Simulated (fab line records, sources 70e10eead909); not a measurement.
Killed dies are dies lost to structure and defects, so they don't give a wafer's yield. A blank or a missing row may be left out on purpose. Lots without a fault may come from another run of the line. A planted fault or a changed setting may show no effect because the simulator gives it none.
fab line records | flow nand_harc
record lots=24 wafers=72 last_day=35
route steps=1302 shown A_CONTACT@1059 A_BLC@1117
lots that met no fault: from a run of the same line without faults
start_h: hours from the record's first day to the start of the lot's first wafer shown | wait_h: hours since the lot's step before | " the same as in the row above | L1.1+2: a row that stands for several wafers | - no value, or no start given | * or withheld: withheld | < > ~ a bound
route shown NAME@n: a module of which the file shows steps, and the number in the route of the first | usual: mean/standard deviation of fault-free wafers | same: alike in all rows | chamber/n: place in a boat | sites: the reading at each site | _std_site: their standard deviation | _edge_site: outer sites' mean less inner sites' | radius_mm: how far each site lies from the wafer's centre | mask NAME#n: copy n | behind: the tool/chamber that last shaped the wafer | hold: why the lot was held/for how many hours/how that ended | device: the transistor (n, p or np) that didn't switch | end of line: the same wafers' tests at the end of the route | a step without rows: its recipe alone | killed: dies lost to structure and defects at the first sort, not the wafer's yield | map: a wafer's dies, x killed, . not, _ none there
set.NAME: the setting as run; set.NAME@STEP: as run at that earlier step | model.NAME: the simulator's own value behind a step, which no gauge read
steps of the route over a sample of lots; a table a step, a row a wafer
services: from which hour (start_h, from the record's first day; less than 0 if before it) a tool's chamber was out of use, for how many hours, and why
## steps
# step NHARC_A_CONTACT_CD_MEAS_80
# usual cd_nm=289.4/0.83
# columns lot.wafer tool chamber start_h wait_h cd_nm
L075.3 cd_sem-02 - 521.61 - 290.6
L075.4 " - " " 290.4
L075.6 " - " " 290.8
L074.2 cd_sem-01 - 521.94 - 290.2
L074.5 " - " " 289.3
L074.6 " - " " 290.1
L077.1 cd_sem-02 - 527.39 - 289.7
L077.2 " - " " 289.2
L077.3 " - " " 289.4
L076.2 cd_sem-03 - 531.69 - 290.0
L076.4 " - " " 290.7
L076.5 " - " " 290.3
L078.1 cd_sem-01 - 538.60 - 289.0
L078.2 " - " " 289.1
L078.3 " - " " 288.3
L081.1 cd_sem-01 - 565.36 - 288.7
L081.4 " - " " 288.7
L081.5 " - " " 289.4
L080.1 cd_sem-01 - 571.95 - 290.3
L080.2 " - " " 289.6
L080.5 " - " " 289.6
L079.2 cd_sem-01 - 576.11 - 290.3
L079.4 " - " " 289.8
L079.5 " - " " 290.2
L082.1 cd_sem-03 - 599.29 - 288.3
L082.2 " - " " 288.8
L082.6 " - " " 288.2
L083.2 cd_sem-01 - 601.92 - 290.0
L083.5 " - " " 289.5
L083.6 " - " " 289.7
L084.2 cd_sem-03 - 604.21 - 289.6
L084.4 " - " " 288.8
L084.6 " - " " 290.0
L085.3 cd_sem-01 - 606.30 - 290.6
L085.5 " - " " 290.3
L085.6 " - " " 290.5
L086.2 cd_sem-01 - 619.12 - 287.7
L086.3 " - " " 287.9
L086.5 " - " " 287.7
L087.2 cd_sem-01 - 650.00 - 289.7
L087.3 " - " " 289.5
L087.5 " - " " 289.3
L088.1 cd_sem-03 - 650.80 - 289.4
L088.2 " - " " 289.5
L088.4 " - " " 289.0
L089.1 cd_sem-03 - 657.16 - 288.0
L089.5 " - " " 288.9
L089.6 " - " " 288.7
L090.2 cd_sem-02 - 664.33 - 290.1
L090.3 " - " " 289.8
L090.6 " - " " 290.6
L091.1 cd_sem-03 - 676.13 - 289.2
L091.4 " - " " 288.8
L091.5 " - " " 289.6
L094.2 cd_sem-01 - 694.75 - 290.2
L094.4 " - " " 289.9
L094.5 " - " " 289.6
L092.1 cd_sem-03 - 697.65 - 289.9
L092.3 " - " " 290.8
L092.5 " - " " 290.0
L093.3 cd_sem-02 - 701.99 - 289.8
L093.5 " - " " 289.2
L093.6 " - " " 290.1
L096.2 cd_sem-02 - 725.07 - 289.4
L096.3 " - " " 289.0
L096.5 " - " " 289.2
L095.3 cd_sem-02 - 736.58 - 289.2
L095.5 " - " " 289.3
L095.6 " - " " 288.7
L097.2 cd_sem-02 - 744.34 - 287.6
L097.3 " - " " 287.1
L097.4 " - " " 287.3
# step NHARC_A_CONTACT_ETCH_134
# recipe source_w=withheld pressure_mtorr=20 bias_v=withheld time_s=140 target_depth_a=7000 ar_flow_sccm=withheld c4f8_flow_sccm=withheld o2_flow_sccm=withheld chemistry=C4F8/O2/Ar
# columns lot.wafer tool chamber start_h wait_h rf_hours_counter_h
L075.3 har_cap_etch-01 0 530.51 - -
L075.4 " 1 " " -
L075.6 " 0 " " -
L074.2 har_cap_etch-03 1 532.27 - 48
L074.5 " 1 " " -
L074.6 " 0 " " -
L077.1 har_cap_etch-02 0 533.01 - 93
L077.2 " 1 " " 93
L077.3 " 1 " " -
L076.2 har_cap_etch-03 0 536.81 - 49
L076.4 " 1 " " -
L076.5 " 0 " " -
L078.2 har_cap_etch-02 1 543.50 - 94
L078.1 " 0 " " 94
L078.3 " 1 " " -
L081.1 har_cap_etch-02 1 571.79 - 98
L081.4 " 0 " " -
L081.5 " 0 " " -
L080.2 har_cap_etch-03 0 577.38 - 55
L080.1 " 1 " " 55
L080.5 " 1 " " -
L079.2 har_cap_etch-02 1 580.84 - 99
L079.4 " 0 " " -
L079.5 " 1 " " -
L082.2 har_cap_etch-03 1 606.43 - 62
L082.1 " 0 " " 62
L082.6 " 0 " " -
L083.2 har_cap_etch-01 1 608.28 - 18
L083.5 " 1 " " -
L083.6 " 0 " " -
L084.2 har_cap_etch-03 0 610.05 - 64
L084.4 " 0 " " -
L084.6 " 1 " " -
L085.3 har_cap_etch-02 1 611.78 - -
L085.6 " 1 " " -
L085.5 " 0 " " -
L086.2 har_cap_etch-03 0 625.77 - 65
L086.3 " 1 " " -
L086.5 " 1 " " -
L087.2 har_cap_etch-01 0 655.18 - 25
L087.3 " 1 " " -
L087.5 " 1 " " -
L088.1 har_cap_etch-03 1 656.16 - 71
L088.2 " 0 " " 71
L088.4 " 0 " " -
L089.1 har_cap_etch-03 1 663.39 - 72
L089.5 " 0 " " -
L089.6 " 1 " " -
L090.2 har_cap_etch-02 0 669.04 - 116
L090.3 " 0 " " -
L090.6 " 1 " " -
L091.1 har_cap_etch-03 1 684.12 - 75
L091.4 " 0 " " -
L091.5 " 0 " " -
L094.2 har_cap_etch-03 1 700.13 - 78
L094.4 " 0 " " -
L094.5 " 1 " " -
L092.1 har_cap_etch-02 1 702.39 - 121
L092.3 " 0 " " -
L092.5 " 0 " " -
L093.3 har_cap_etch-01 1 706.68 - -
L093.6 " 1 " " -
L093.5 " 0 " " -
L096.2 har_cap_etch-02 1 736.49 - 127
L096.3 " 0 " " -
L096.5 " 0 " " -
L095.3 har_cap_etch-01 0 746.91 - -
L095.5 " 1 " " -
L095.6 " 0 " " -
L097.2 har_cap_etch-02 1 751.34 - 130
L097.4 " 0 " " -
L097.3 " 1 " " -
# step NHARC_A_CONTACT_ETCH_98
# recipe target_depth_a=200 over_etch_frac=0.5 time_s=10 ion_energy_ev=250 c4f6_flow_sccm=25 o2_flow_sccm=20 ar_flow_sccm=500 rf_w=600 bias_w=500 chemistry=C4F6/O2
# usual drypump_motor_current_A=5.4/0.5 oes_product_au=0.963/0.028 rf_vpp_V=546/4.4 showerhead_plenum_p_Torr=3.87/0.21 throttle_valve_pct=26.905/0.0081
# same over_etch_frac=0.5
# columns lot.wafer tool chamber start_h wait_h drypump_motor_current_A oes_product_au rf_hours_counter_h rf_vpp_V showerhead_plenum_p_Torr throttle_valve_pct
L075.3 rie_diel-05 2 - - 5.7 0.982 42 540 3.65 26.894
L075.4 " 3 " " 5.2 0.957 45 549 3.99 26.889
L075.6 " 2 " " 5.7 0.977 - 542 3.65 26.900
L074.2 rie_diel-09 2 - - 4.7 0.940 6 543 3.71 26.911
L074.6 " 2 " " 4.7 0.946 - 542 3.71 26.909
L074.5 " 3 " " 5.6 0.922 - 555 4.22 26.920
L077.2 rie_diel-09 3 - - 5.6 0.940 6 554 4.22 26.896
L077.3 " 0 " " 5.2 0.947 6 546 3.83 26.909
L077.1 " 2 " " 4.7 0.963 6 541 3.71 26.896
L076.2 rie_diel-09 1 - - 6.1 0.958 7 542 3.67 26.910
L076.4 " 3 " " 5.5 0.965 7 553 4.22 26.908
L076.5 " 1 " " 6.0 0.960 - 544 3.67 26.904
L078.1 rie_diel-04 2 - - 5.2 1.014 1 549 3.96 26.903
L078.3 " 3 " " 6.6 0.979 0 553 4.19 26.920
L078.2 " 1 " " 5.6 1.004 1 545 3.80 26.912
L081.1 rie_diel-09 3 - - 5.6 0.919 12 552 4.22 26.909
L081.4 " 0 " " 5.2 0.954 12 545 3.83 26.887
L081.5 " 3 " " 5.6 0.918 - 553 4.22 26.907
L080.2 rie_diel-09 2 - - 4.7 0.934 12 542 3.70 26.910
L080.1 " 3 " " 5.5 0.905 12 554 4.22 26.913
L080.5 " 2 " " 4.6 0.939 - 543 3.70 26.909
L079.4 rie_diel-05 3 - - 5.3 0.950 65 548 3.98 26.904
L079.2 " 0 " " 6.0 0.970 56 544 3.70 26.905
L079.5 " 3 " " 5.3 0.936 - 548 3.98 26.912
L082.2 rie_diel-05 1 - - 4.9 0.992 6 549 3.97 26.910
L082.1 " 3 " " 5.3 0.984 5 548 3.97 26.910
L082.6 " 2 " " 5.7 1.001 - 554 4.22 26.900
L083.2 rie_diel-09 2 - - 4.6 0.962 20 543 3.70 26.916
L083.5 " 0 " " 5.2 0.938 - 544 3.83 26.908
L083.6 " 1 " " 6.0 0.961 - 541 3.67 26.890
L084.2 rie_diel-04 1 - - 5.6 1.025 20 544 3.79 26.910
L084.4 " 2 " " 5.2 1.020 22 546 3.95 26.906
L084.6 " 3 " " 6.5 0.995 - 553 4.18 26.904
L085.3 rie_diel-09 2 - - 4.7 0.960 20 542 3.70 26.903
L085.6 " 3 " " 5.6 0.942 - 554 4.21 26.906
L085.5 " 0 " " 5.2 0.945 - 546 3.82 26.894
L086.2 rie_diel-04 2 - - 5.3 1.007 23 547 3.95 26.914
L086.3 " 3 " " 6.6 0.990 30 552 4.17 26.904
L086.5 " 0 " " 5.4 0.995 - 545 3.81 26.898
L087.2 rie_diel-05 0 - - 6.0 0.935 22 543 3.68 26.899
L087.3 " 2 " " 5.7 0.952 23 552 4.21 26.902
L087.5 " 1 " " 4.9 0.951 - 547 3.96 26.905
L088.1 rie_diel-09 1 658.18 0.1 6.0 0.951 28 541 3.66 26.903
L088.2 " 0 " " 5.2 0.974 28 545 3.82 26.906
L088.4 " 2 " " 4.7 0.980 - 543 3.69 26.889
L089.1 rie_diel-09 3 - - 5.6 0.932 25 553 4.21 26.928
L089.5 " 1 " " 6.1 0.956 - 540 3.66 26.910
L089.6 " 2 " " 4.7 0.967 - 543 3.69 26.898
L090.3 rie_diel-09 2 - - 4.7 0.964 30 542 3.69 26.908
L090.2 " 1 " " 6.1 0.943 32 542 3.66 26.911
L090.6 " 3 " " 5.6 0.938 - 552 4.21 26.912
L091.1 rie_diel-09 3 - - 5.6 0.985 0 550 4.21 26.906
L091.4 " 1 " " 6.1 1.001 0 541 3.66 26.908
L091.5 " 3 " " 5.6 0.981 - 554 4.21 26.884
L094.4 rie_diel-09 2 - - 4.7 0.972 2 542 3.69 26.905
L094.2 " 3 " " 5.6 0.964 3 552 4.21 26.909
L094.5 " 3 " " 5.5 0.967 - 552 4.21 26.909
L092.3 rie_diel-09 1 - - 6.0 1.021 3 544 3.66 26.911
L092.1 " 2 " " 4.7 1.016 2 543 3.69 26.911
L092.5 " 0 " " 5.2 1.022 - 545 3.82 26.909
L093.3 rie_diel-09 1 - - 6.0 0.962 3 542 3.66 26.913
L093.5 " 1 " " 6.0 0.969 - 541 3.66 26.894
L093.6 " 2 " " 4.7 0.959 - 543 3.69 26.900
L096.2 rie_diel-09 3 - - 5.6 0.930 7 554 4.21 26.899
L096.3 " 1 " " 6.0 0.949 6 542 3.65 26.895
L096.5 " 3 " " 5.6 0.919 - 552 4.21 26.879
L095.3 rie_diel-05 1 - - 4.9 0.928 57 547 3.94 26.903
L095.5 " 1 " " 4.9 0.924 - 547 3.94 26.918
L095.6 " 2 " " 5.7 0.938 - 550 4.19 26.902
L097.3 rie_diel-09 1 753.31 0.1 6.1 0.963 10 542 3.65 26.896
L097.2 " 0 " " 5.2 0.977 12 544 3.81 26.912
L097.4 " 0 " " 5.2 0.977 - 545 3.81 26.903
# step NHARC_A_BLC_CD_MEAS_10
# recipe target_cd_nm=100 landing_energy_ev=500
# usual cd_nm=100.1/0.63
# columns lot.wafer tool chamber start_h wait_h cd_nm
L075.3 cd_sem-03 0 535.69 - 99.6
L075.4 " 0 " " 99.5
L075.6 " 0 " " 99.4
L074.2 cd_sem-01 0 537.29 - 100.1
L074.5 " 0 " " 100.0
L074.6 " 0 " " 101.0
L077.1 cd_sem-02 0 538.70 - 100.7
L077.2 " 0 " " 100.2
L077.3 " 0 " " 99.8
L076.2 cd_sem-02 0 541.87 - 101.5
L076.4 " 0 " " 101.0
L076.5 " 0 " " 100.7
L078.1 cd_sem-02 0 548.93 - 99.4
L078.2 " 0 " " 99.5
L078.3 " 0 " " 99.5
L081.1 cd_sem-01 0 576.67 - 99.5
L081.4 " 0 " " 100.0
L081.5 " 0 " " 98.8
L080.1 cd_sem-01 0 583.89 - 100.9
L080.2 " 0 " " 99.9
L080.5 " 0 " " 100.8
L079.2 cd_sem-01 0 585.86 - 100.4
L079.4 " 0 " " 100.4
L079.5 " 0 " " 100.6
L082.1 cd_sem-03 0 611.46 - 101.1
L082.2 " 0 " " 101.0
L082.6 " 0 " " 101.2
L083.2 cd_sem-01 0 613.80 - 101.9
L083.5 " 0 " " 101.9
L083.6 " 0 " " 100.7
L084.2 cd_sem-01 0 615.04 - 100.8
L084.4 " 0 " " 100.9
L084.6 " 0 " " 100.8
L085.3 cd_sem-01 0 616.59 - 99.7
L085.5 " 0 " " 100.1
L085.6 " 0 " " 99.6
L086.2 cd_sem-03 0 630.67 - 99.6
L086.3 " 0 " " 99.3
L086.5 " 0 " " 99.8
L087.2 cd_sem-03 0 660.91 - 100.4
L087.3 " 0 " " 99.8
L087.5 " 0 " " 101.0
L088.1 cd_sem-01 0 661.49 - 100.3
L088.2 " 0 " " 99.5
L088.4 " 0 " " 100.1
L089.1 cd_sem-03 0 668.23 - 99.5
L089.5 " 0 " " 99.4
L089.6 " 0 " " 99.1
L090.2 cd_sem-02 0 674.09 - 100.4
L090.3 " 0 " " 100.6
L090.6 " 0 " " 99.9
L091.1 cd_sem-02 0 689.09 - 100.4
L091.4 " 0 " " 100.0
L091.5 " 0 " " 100.8
L094.2 cd_sem-01 0 705.14 - 99.3
L094.4 " 0 " " 99.2
L094.5 " 0 " " 100.4
L092.1 cd_sem-02 0 707.41 - 98.9
L092.3 " 0 " " 99.4
L092.5 " 0 " " 100.3
L093.3 cd_sem-03 0 711.65 - 100.7
L093.5 " 0 " " 99.8
L093.6 " 0 " " 99.4
L096.2 cd_sem-01 0 741.40 - 100.6
L096.3 " 0 " " 99.9
L096.5 " 0 " " 99.9
L095.3 cd_sem-01 0 752.62 - 100.4
L095.5 " 0 " " 100.6
L095.6 " 0 " " 99.9
L097.2 cd_sem-02 0 756.30 - 99.8
L097.3 " 0 " " 99.0
L097.4 " 0 " " 99.9
# step NHARC_A_BLC_STRIP_21
# recipe o2_flow_sccm=500 ar_flow_sccm=0 bias_w=0 chemistry=O2
# usual drypump_motor_current_A=5.8/0.47 oes_product_au=1.004/0.0069 rf_vpp_V=57.6/0.83 showerhead_plenum_p_Torr=3.39/0.087 throttle_valve_pct=17.034/0.011
# columns lot.wafer tool chamber start_h wait_h drypump_motor_current_A oes_product_au rf_hours_counter_h rf_vpp_V showerhead_plenum_p_Torr throttle_valve_pct
L075.4 rie_diel-13 2 537.01 0.1 5.0 1.009 0 56.6 3.35 17.048
L075.3 " 0 " " 5.5 1.004 0 57.2 3.42 17.029
L075.6 " 3 " " 6.2 1.005 - 58.2 3.31 17.036
L074.2 rie_diel-13 0 538.79 0.1 5.5 0.998 1 59.1 3.42 17.043
L074.6 " 0 " " 5.5 1.008 - 56.3 3.42 17.036
L074.5 " 1 " " 5.4 1.018 - 57.5 3.32 17.035
L077.3 rie_diel-13 0 540.03 0.1 5.5 1.000 1 56.8 3.42 17.036
L077.1 " 1 " " 5.4 1.006 1 58.2 3.32 17.037
L077.2 " 2 " " 5.1 1.016 1 57.9 3.35 17.031
L076.4 rie_diel-13 3 543.20 0.1 6.2 1.010 1 56.5 3.31 17.036
L076.2 " 0 " " 5.5 1.003 1 58.2 3.42 17.039
L076.5 " 3 " " 6.2 1.014 - 59.2 3.31 17.044
L078.2 rie_diel-07 2 550.59 0.1 5.3 1.004 6 57.4 3.37 17.048
L078.1 " 3 " " 6.4 0.997 5 56.3 3.43 17.038
L078.3 " 0 " " 6.0 1.005 5 57.5 3.56 17.031
L081.1 rie_diel-13 0 578.01 0.1 5.5 0.995 3 57.1 3.42 17.010
L081.4 " 2 " " 5.1 1.003 4 56.7 3.35 17.043
L081.5 " 0 " " 5.5 0.995 - 57.9 3.42 17.042
L080.1 rie_diel-13 3 585.25 0.1 6.2 1.003 5 57.2 3.31 17.052
L080.2 " 0 " " 5.5 1.004 4 57.8 3.42 17.034
L080.5 " 1 " " 5.4 1.002 - 58.8 3.32 17.029
L079.4 rie_diel-07 3 587.25 0.1 6.4 1.010 8 59.0 3.43 17.063
L079.2 " 2 " " 5.4 0.994 8 57.0 3.37 17.034
L079.5 " 0 " " 6.0 1.010 - 60.7 3.56 17.036
L082.1 rie_diel-13 3 612.86 0.1 6.2 1.011 7 57.7 3.31 17.034
L082.2 " 2 " " 5.0 1.005 7 57.2 3.35 17.030
L082.6 " 2 " " 5.0 1.006 - 57.7 3.35 17.015
L083.2 rie_diel-07 3 615.14 0.1 6.4 0.997 10 58.4 3.42 17.027
L083.6 " 3 " " 6.4 1.006 - 57.8 3.42 17.029
L083.5 " 0 " " 6.0 1.009 - 57.2 3.56 17.027
L084.2 rie_diel-07 3 616.57 0.1 6.4 1.009 10 57.2 3.42 17.021
L084.4 " 0 " " 6.0 1.008 11 56.8 3.56 17.045
L084.6 " 3 " " 6.4 1.009 - 56.6 3.42 17.029
L085.3 rie_diel-07 0 618.11 0.1 6.0 1.005 11 58.6 3.56 17.039
L085.6 " 3 " " 6.4 1.010 - 58.1 3.42 17.010
L085.5 " 0 " " 6.0 1.001 - 57.5 3.56 17.051
L086.2 rie_diel-07 0 632.02 0.1 6.0 1.005 13 58.6 3.56 17.026
L086.3 " 2 " " 5.4 0.996 12 57.9 3.37 17.035
L086.5 " 0 " " 6.0 1.005 - 56.6 3.56 17.038
L087.2 rie_diel-01 2 662.25 0.1 6.2 0.999 39 57.7 3.43 17.032
L087.3 " 3 " " 6.3 0.999 38 58.5 3.45 17.025
L087.5 " 3 " " 6.3 1.001 - 58.2 3.45 17.031
L088.4 rie_diel-07 3 662.82 0.1 6.4 0.999 1 59.3 3.42 17.044
L088.2 " 1 " " 6.0 1.002 0 58.0 3.41 17.040
L088.1 " 2 " " 5.4 1.011 0 57.9 3.36 17.019
L089.1 rie_diel-07 2 669.56 0.1 5.4 1.022 1 58.0 3.36 17.038
L089.5 " 2 " " 5.4 1.024 - 57.4 3.36 17.024
L089.6 " 3 " " 6.4 1.001 - 57.5 3.42 17.036
L090.2 rie_diel-13 3 675.42 0.1 6.2 0.999 11 57.7 3.30 17.035
L090.3 " 2 " " 5.1 0.992 11 58.5 3.35 17.037
L090.6 " 3 " " 6.2 0.998 - 57.5 3.30 17.022
L091.4 rie_diel-07 1 690.43 0.1 6.0 0.998 2 57.2 3.41 17.016
L091.1 " 0 " " 6.0 1.005 2 57.9 3.56 17.030
L091.5 " 2 " " 5.3 1.011 - 59.7 3.36 17.020
L094.4 rie_diel-13 1 706.47 0.1 5.4 1.001 0 57.6 3.32 17.026
L094.2 " 3 " " 6.2 1.002 0 56.9 3.30 17.034
L094.5 " 2 " " 5.1 0.999 - 57.6 3.35 17.053
L092.1 rie_diel-13 0 708.96 0.1 5.5 0.999 1 56.8 3.41 17.035
L092.3 " 1 " " 5.4 1.003 0 56.0 3.32 17.023
L092.5 " 0 " " 5.5 1.004 - 57.3 3.41 17.042
L093.3 rie_diel-13 0 713.20 0.1 5.5 0.997 1 58.7 3.41 17.031
L093.6 " 1 " " 5.3 1.001 - 56.7 3.32 17.035
L093.5 " 2 " " 5.0 0.994 - 57.8 3.35 17.026
L096.3 rie_diel-13 0 742.72 0.1 5.5 0.997 2 57.4 3.41 17.024
L096.2 " 2 " " 5.0 1.006 2 57.7 3.35 17.017
L096.5 " 0 " " 5.5 0.999 - 57.7 3.41 17.024
L095.3 rie_diel-01 0 753.95 0.1 6.7 1.010 2 60.3 3.81 17.018
L095.5 " 0 " " 6.6 1.003 - 57.7 3.81 17.042
L095.6 " 1 " " 6.1 0.999 - 58.4 3.45 17.040
L097.3 rie_diel-13 3 757.63 0.1 6.2 1.013 3 57.0 3.30 17.027
L097.4 " 0 " " 5.5 0.995 3 58.0 3.41 17.045
L097.2 " 2 " " 5.1 1.009 2 57.9 3.35 17.045
# step NHARC_A_BLC_ALD_23
# recipe target_thk_a=30 pulse_time_s=1 ald_cycles=150 temp_c=450 material=TiN
# usual heater_power_w=1071/110 precursor_pulse_height_rel=1.002/0.018
# same pulse_time_s=1
# columns lot.wafer tool chamber start_h wait_h heater_power_w precursor_pulse_height_rel
L075.3 ald_metal-01 1 537.67 - 1193 1.014
L075.4 " 3 " " 975 1.010
L075.6 " 2 " " 1099 1.040
L074.2 ald_metal-04 0 539.47 - 1054 1.008
L074.6 " 3 " " 1233 1.045
L074.5 " 0 " " 1038 0.992
L077.3 ald_metal-03 0 540.70 - 1248 0.995
L077.2 " 1 " " 971 1.005
L077.1 " 2 " " 1038 1.026
L076.2 ald_metal-04 3 543.86 - 1251 0.990
L076.4 " 1 " " 1072 0.976
L076.5 " 0 " " 1035 0.991
L078.1 ald_metal-01 1 551.24 - 1181 0.960
L078.3 " 3 " " 961 0.996
L078.2 " 0 " " 1006 1.009
L081.1 ald_metal-01 0 578.68 - 972 0.978
L081.4 " 1 " " 1179 0.975
L081.5 " 1 " " 1153 1.018
L080.2 ald_metal-01 2 585.91 - 1109 1.004
L080.1 " 3 " " 992 0.997
L080.5 " 2 " " 1074 1.004
L079.2 ald_metal-04 1 587.93 - 1069 1.001
L079.4 " 2 " " 1053 1.026
L079.5 " 1 " " 1059 0.973
L082.1 ald_metal-01 2 613.60 - 1124 1.002
L082.2 " 0 " " 1030 1.000
L082.6 " 1 " " 1183 0.968
L083.2 ald_metal-04 2 615.86 - 1030 0.997
L083.5 " 3 " " 1274 1.024
L083.6 " 0 " " 1057 1.019
L084.2 ald_metal-01 1 617.24 - 1177 0.998
L084.4 " 2 " " 1085 0.987
L084.6 " 1 " " 1173 0.993
L085.3 ald_metal-03 1 618.81 - 1004 0.983
L085.6 " 1 " " 937 0.985
L085.5 " 2 " " 1039 1.004
L086.2 ald_metal-03 2 632.69 - 1071 1.008
L086.3 " 0 " " 1206 0.994
L086.5 " 2 " " 1030 0.988
L087.3 ald_metal-04 3 662.91 - 1196 0.979
L087.2 " 2 " " 1021 0.989
L087.5 " 3 " " 1238 1.036
L088.2 ald_metal-03 2 663.51 - 1038 1.002
L088.1 " 3 " " 828 1.025
L088.4 " 0 " " 1206 1.001
L089.1 ald_metal-04 3 670.22 - 1205 0.989
L089.5 " 3 " " 1172 1.024
L089.6 " 0 " " 1044 0.983
L090.2 ald_metal-03 3 676.09 - 812 1.002
L090.3 " 0 " " 1205 1.010
L090.6 " 3 " " 802 0.975
L091.4 ald_metal-04 2 691.10 - 1023 0.992
L091.1 " 1 " " 1102 1.000
L091.5 " 2 " " 1061 1.019
L094.2 ald_metal-03 3 707.15 - 832 0.972
L094.4 " 0 " " 1205 1.015
L094.5 " 2 " " 1026 1.023
L092.3 ald_metal-03 0 709.62 - 1185 0.990
L092.1 " 3 " " 807 1.031
L092.5 " 0 " " 1185 1.010
L093.3 ald_metal-04 3 713.90 - 1212 1.018
L093.6 " 1 " " 1102 1.043
L093.5 " 2 " " 1041 0.999
L096.3 ald_metal-04 3 743.41 - 1198 0.997
L096.2 " 0 " " 1042 0.977
L096.5 " 0 " " 1065 0.989
L095.3 ald_metal-01 3 754.61 - 947 0.981
L095.6 " 3 " " 951 0.968
L095.5 " 0 " " 1019 0.984
L097.4 ald_metal-04 2 758.30 - 1021 0.979
L097.3 " 3 " " 1209 1.034
L097.2 " 0 " " 1055 0.991
## services
# columns tool chamber start_h hours kind
ald_metal-04 - 507.64 0.6 repair
ald_metal-04 2 511.75 9.2 repair
rie_diel-13 - 519.00 9.0 pm
ald_metal-01 - 526.00 10.0 pm
rie_diel-13 0 547.53 12.4 repair
rie_diel-13 2 549.59 6.3 repair
ald_metal-03 - 568.00 10.0 pm
rie_diel-13 1 610.55 9.0 repair
ald_metal-01 - 639.45 2.4 repair
rie_diel-07 1 643.41 9.1 repair
rie_diel-07 - 648.61 9.0 pm
ald_metal-04 - 652.06 10.0 pm
ald_metal-03 1 659.10 21.8 repair
rie_diel-09 - 674.10 9.0 pm
ald_metal-03 - 687.83 0.4 repair
rie_diel-13 - 696.00 9.0 pm
ald_metal-04 - 701.73 1.0 repair
rie_diel-07 2 704.98 16.2 repair
rie_diel-13 2 708.44 4.5 repair
rie_diel-09 1 713.42 9.6 repair
rie_diel-07 1 727.68 1.5 repair
ald_metal-04 2 732.22 25.2 repair
rie_diel-09 3 750.04 15.0 repair
har_cap_etch-02 - 754.00 17.0 pm
## key
fault none
